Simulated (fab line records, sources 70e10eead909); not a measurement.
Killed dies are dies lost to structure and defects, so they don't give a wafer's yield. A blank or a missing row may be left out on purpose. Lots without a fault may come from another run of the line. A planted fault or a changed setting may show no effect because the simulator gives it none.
Which tool did it? | flow nand_harc | 13 lots, 39 wafers sampled, at 5 steps of a route of 1302

WHAT THE GAUGES READ, wafer by wafer
NHARC_THIN_TSV_CD_MEAS_12: target cd 1000 nm.
lot  | measured     | on        | cd_nm (nm)
L612 | day 23 10:01 | cd_sem-02 | 1002.4 999.8 1001.3
L614 | day 24 19:19 | cd_sem-02 | 998.6 1002.4 1001.1
L621 | day 26 23:04 | cd_sem-01 | 1002.8 1001.1 1000.7
L622 | day 27 15:37 | cd_sem-03 | 998.6 998.1 999.7
L625 | day 29 05:35 | cd_sem-03 | 999.2 998.8 998.5
L627 | day 30 00:07 | cd_sem-01 | 999.2 999.6 1000.2
L628 | day 30 09:16 | cd_sem-01 | 1000.1 998.8 997.5
L630 | day 32 02:32 | cd_sem-03 | 997.9 1000.7 999.6
L632 | day 32 12:08 | cd_sem-02 | 997.2 999.4 998.7
L631 | day 32 13:19 | cd_sem-02 | 997.9 1000.0 998.1
L633 | day 32 16:46 | cd_sem-01 | 997.8 1000.7 997.7
L634 | day 33 15:56 | cd_sem-01 | 1000.3 1000.2 998.3
L635 | day 33 17:08 | cd_sem-02 | 1000.4 1001.3 999.8

NHARC_END_SORT_01.
lot  | measured     | on        | defect_limited_yield (%) | killed_at_array | killed_at_other | killed_at_periphery | killed_dies | killed_open | killed_short
L612 | day 24 01:03 | prober-02 | 89.5 90.3 88.8           | 68 63 67        | 0 0 0           | 3 3 9               | 71 66 76    | 2 2 5       | 3 3 2
L614 | day 25 11:32 | prober-01 | 91.6 91.0 90.5           | 54 57 59        | 1 0 2           | 2 4 3               | 57 61 64    | 4 6 5       | 4 3 5
L621 | day 27 15:53 | prober-02 | 89.8 91.0 95.4           | 61 55 26        | 2 1 2           | 6 5 3               | 69 61 31    | 4 0 2       | 3 0 2

WHICH TOOL RAN EACH LOT (tool, then ch and the chambers of the sampled wafers, then the start)
lot  | NHARC_THIN_TSV_CMP_01         | NHARC_THIN_TSV_STRIP_62              | NHARC_THIN_TSV_ETCH_36
L612 | cmp-04 ch 0,2,3, day 23 08:44 | plasma_asher-01 ch 0,1, day 23 12:37 | rie_metal-02 ch 0,1, day 23 16:21
L614 | cmp-01 ch 1,2, day 24 18:01   | plasma_asher-02 ch 1, day 24 21:56   | rie_metal-02 ch 0,1, day 25 01:49
L621 | cmp-01 ch 0,1, day 26 21:45   | plasma_asher-01 ch 0,1, day 27 01:46 | rie_metal-02 ch 0,1, day 27 05:41
L622 | cmp-03 ch 0,2,3, day 27 14:20 | plasma_asher-02 ch 0,1, day 27 18:15 | rie_metal-02 ch 0,1, day 27 22:06
L625 | cmp-01 ch 1,2, day 29 04:23   | plasma_asher-01 ch 1, day 29 08:13   | rie_metal-01 ch 0,1, day 29 12:02
L627 | cmp-01 ch 0,1,3, day 29 22:51 | plasma_asher-02 ch 0,1, day 30 02:42 | rie_metal-01 ch 0,1, day 30 06:28
L628 | cmp-04 ch 0,1,3, day 30 08:08 | plasma_asher-02 ch 0,1, day 30 11:53 | rie_metal-01 ch 1, day 30 15:45
L630 | cmp-01 ch 0,3, day 32 01:15   | plasma_asher-01 ch 0, day 32 05:24   | rie_metal-02 ch 1, day 32 09:22
L632 | cmp-01 ch 1,3, day 32 10:47   | plasma_asher-01 ch 0,1, day 32 14:46 | rie_metal-02 ch 0,1, day 32 18:34
L631 | cmp-04 ch 2,3, day 32 12:00   | plasma_asher-02 ch 0,1, day 32 15:56 | rie_metal-01 ch 0,1, day 32 19:40
L633 | cmp-04 ch 0,1,3, day 32 15:29 | plasma_asher-01 ch 0,1, day 32 19:21 | rie_metal-02 ch 0,1, day 32 23:16
L634 | cmp-03 ch 0,2,3, day 33 14:38 | plasma_asher-01 ch 0,1, day 33 18:33 | rie_metal-03 ch 1, day 33 22:16
L635 | cmp-03 ch 1,2, day 33 15:49   | plasma_asher-01 ch 0,1, day 33 19:46 | rie_metal-02 ch 0,1, day 33 23:30
- NHARC_THIN_TSV_CMP_01: polishes.
- NHARC_THIN_TSV_STRIP_62: strips in N2/H2, time 20 s.
- NHARC_THIN_TSV_ETCH_36: etches the open film in Cl2/BCl3, target depth 65 nm, time 18.571 s.

WHAT THE TOOLS THEMSELVES READ (means of the sampled wafers that have a number; where no wafer has one, the mark that the record gives instead)
NHARC_THIN_TSV_CMP_01.
lot  | tool   | motor_current_A (A)
L612 | cmp-04 | 11.9
L614 | cmp-01 | 10.3
L621 | cmp-01 | 11.3
L622 | cmp-03 | 12.4
L625 | cmp-01 | 10.5
L627 | cmp-01 | 10.8
L628 | cmp-04 | 11.4
L630 | cmp-01 | 10.3
L632 | cmp-01 | 10.0
L631 | cmp-04 | 10.7
L633 | cmp-04 | 11.7
L634 | cmp-03 | 12.2
L635 | cmp-03 | 12.2

NHARC_THIN_TSV_STRIP_62.
lot  | tool            | drypump_motor_current_A (A) | heater_power_w (W) | temp_c (C)
L612 | plasma_asher-01 | 6.2                         | 345                | 250.06
L614 | plasma_asher-02 | 5.6                         | 273                | 250.07
L621 | plasma_asher-01 | 6.2                         | 346                | 250.04
L622 | plasma_asher-02 | 5.3                         | 279                | 249.96
L625 | plasma_asher-01 | 6.1                         | 338                | 250.07
L627 | plasma_asher-02 | 5.0                         | 271                | 249.90
L628 | plasma_asher-02 | 5.3                         | 276                | 249.99
L630 | plasma_asher-01 | 6.3                         | 349                | 249.83
L632 | plasma_asher-01 | 6.3                         | 341                | 250.00
L631 | plasma_asher-02 | 5.0                         | 268                | 250.12
L633 | plasma_asher-01 | 6.3                         | 342                | 250.15
L634 | plasma_asher-01 | 6.2                         | 343                | 249.90
L635 | plasma_asher-01 | 6.3                         | 338                | 250.08

NHARC_THIN_TSV_ETCH_36.
lot  | tool         | chamber_pressure_mTorr (mTorr) | drypump_motor_current_A (A) | he_backside_leak_sccm (sccm) | oes_product_au (a.u.) | run_length_s (s)
L612 | rie_metal-02 | 9.999                          | 6.5                         | 3.15                         | 1.016                 | 39.1
L614 | rie_metal-02 | 10.000                         | 6.5                         | 3.39                         | 1.001                 | 39.1
L621 | rie_metal-02 | 10.015                         | 6.5                         | 3.28                         | 1.003                 | 35.9
L622 | rie_metal-02 | 10.000                         | 6.5                         | 3.31                         | 0.996                 | 36.0
L625 | rie_metal-01 | 10.008                         | 6.0                         | 3.37                         | 0.999                 | 39.9
L627 | rie_metal-01 | 10.008                         | 5.8                         | 3.51                         | 1.001                 | 39.9
L628 | rie_metal-01 | 10.000                         | 6.4                         | 3.30                         | 0.997                 | 39.8
L630 | rie_metal-02 | 9.994                          | 6.7                         | 3.25                         | 0.993                 | 39.8
L632 | rie_metal-02 | 9.998                          | 6.6                         | 3.34                         | 0.998                 | 39.6
L631 | rie_metal-01 | 9.990                          | 6.1                         | 3.54                         | 1.000                 | 39.8
L633 | rie_metal-02 | 9.997                          | 6.6                         | 3.37                         | 1.010                 | 39.4
L634 | rie_metal-03 | 10.004                         | 5.2                         | 3.42                         | 1.009                 | 39.8
L635 | rie_metal-02 | 9.991                          | 6.6                         | 3.31                         | 1.007                 | 39.8

THE ANSWER, worked out from the rows above alone
Rule: what is usual is taken from the lots themselves. Put in order of their means at a reading, lots are off if they are a third of the lots or fewer, leave a main group of 4 or more, and stand apart from it by a gap of 3 or more times the standard deviation of the main group's means; of several such gaps the widest counts. A main group whose means are all the same, to the digits that the tables above print for the reading, isn't used. A lot without any number at a reading at which 4 lots or more have one is off too. The other lots that the step has rows for count as sound. The gauges are gone through in route order, then the tools' own readings, and for those a lot's mean is taken as printed above. The first step at which some lot is off is used, and at that step the reading that is off furthest; a lot without a number counts as furthest.
Off: L621, L622, at NHARC_THIN_TSV_ETCH_36 (run_length_s). The main group: mean 39.6 s, standard deviation 0.29.
A tool fits if, at that step or a process step before it, it ran every lot that is off, and no sound lot after the first of them. None of those tried fits.

WHAT THE SIMULATOR HAD PUT IN
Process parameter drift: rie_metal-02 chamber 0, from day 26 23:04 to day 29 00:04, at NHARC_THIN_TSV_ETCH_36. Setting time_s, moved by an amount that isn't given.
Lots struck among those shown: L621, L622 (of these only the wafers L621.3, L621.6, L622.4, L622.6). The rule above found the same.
